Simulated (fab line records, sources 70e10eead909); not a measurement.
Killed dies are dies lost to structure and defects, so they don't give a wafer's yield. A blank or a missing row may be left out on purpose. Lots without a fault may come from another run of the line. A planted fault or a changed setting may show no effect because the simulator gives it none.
Which tool did it? | flow nand_harc | 7 lots, 21 wafers sampled, at 3 steps of a route of 1302

WHAT THE GAUGES READ, wafer by wafer
NHARC_A_SOURCE_PLATE_INSPECT_08.
lot  | measured     | on                | raw_defect_count
L240 | day 7 21:02  | defect_inspect-01 | 29 50 17
L244 | day 9 08:33  | defect_inspect-01 | 948 913 916 936 914 920
L252 | day 12 22:18 | defect_inspect-02 | 55 92 91
L254 | day 13 21:13 | defect_inspect-02 | 70 60 57
L257 | day 14 13:50 | defect_inspect-02 | 43 109 73
L261 | day 16 07:54 | defect_inspect-01 | 55 36 32
L263 | day 17 02:59 | defect_inspect-02 | 41 63 75

WHICH TOOL RAN EACH LOT (tool, then ch and the chambers of the sampled wafers, then the start)
lot  | NHARC_P_BONDPAD_DEGAS_25     | NHARC_A_SOURCE_PLATE_CVD_03
L240 | pvd_sputter-03, day 6 20:31  | lpcvd_poly-03 ch 0, day 7 10:58
L244 | pvd_sputter-02, day 8 07:32  | lpcvd_poly-03 ch 0, day 8 21:59
L252 | pvd_sputter-01, day 11 20:10 | lpcvd_poly-03 ch 0, day 12 10:18
L254 | pvd_sputter-03, day 12 21:00 | lpcvd_poly-03 ch 0, day 13 10:03
L257 | pvd_sputter-02, day 13 13:01 | lpcvd_poly-03 ch 0, day 14 03:19
L261 | pvd_sputter-03, day 15 05:31 | lpcvd_poly-02 ch 0, day 15 21:22
L263 | pvd_sputter-03, day 16 03:19 | lpcvd_poly-03 ch 0, day 16 16:25
- NHARC_P_BONDPAD_DEGAS_25: time 60 s.
- NHARC_A_SOURCE_PLATE_CVD_03: deposits poly-Si, target thk 200 nm, time 4000 s.

THE ANSWER, worked out from the rows above alone
Rule: what is usual is taken from the lots themselves. Put in order of their means at a reading, lots are off if they are a third of the lots or fewer, leave a main group of 4 or more, and stand apart from it by a gap of 3 or more times the standard deviation of the main group's means; of several such gaps the widest counts. A main group whose means are all the same, to the digits that the tables above print for the reading, isn't used. A lot without any number at a reading at which 4 lots or more have one is off too. The other lots that the step has rows for count as sound.
Off: L244, at NHARC_A_SOURCE_PLATE_INSPECT_08 (raw_defect_count). The main group: mean 58, standard deviation 17.
A tool fits if, at a process step before that reading, it ran every lot that is off, and no sound lot after the first of them. The gauges at NHARC_A_SOURCE_PLATE_INSPECT_08 are tried like those tools. None of those tried fits.

WHAT THE SIMULATOR HAD PUT IN
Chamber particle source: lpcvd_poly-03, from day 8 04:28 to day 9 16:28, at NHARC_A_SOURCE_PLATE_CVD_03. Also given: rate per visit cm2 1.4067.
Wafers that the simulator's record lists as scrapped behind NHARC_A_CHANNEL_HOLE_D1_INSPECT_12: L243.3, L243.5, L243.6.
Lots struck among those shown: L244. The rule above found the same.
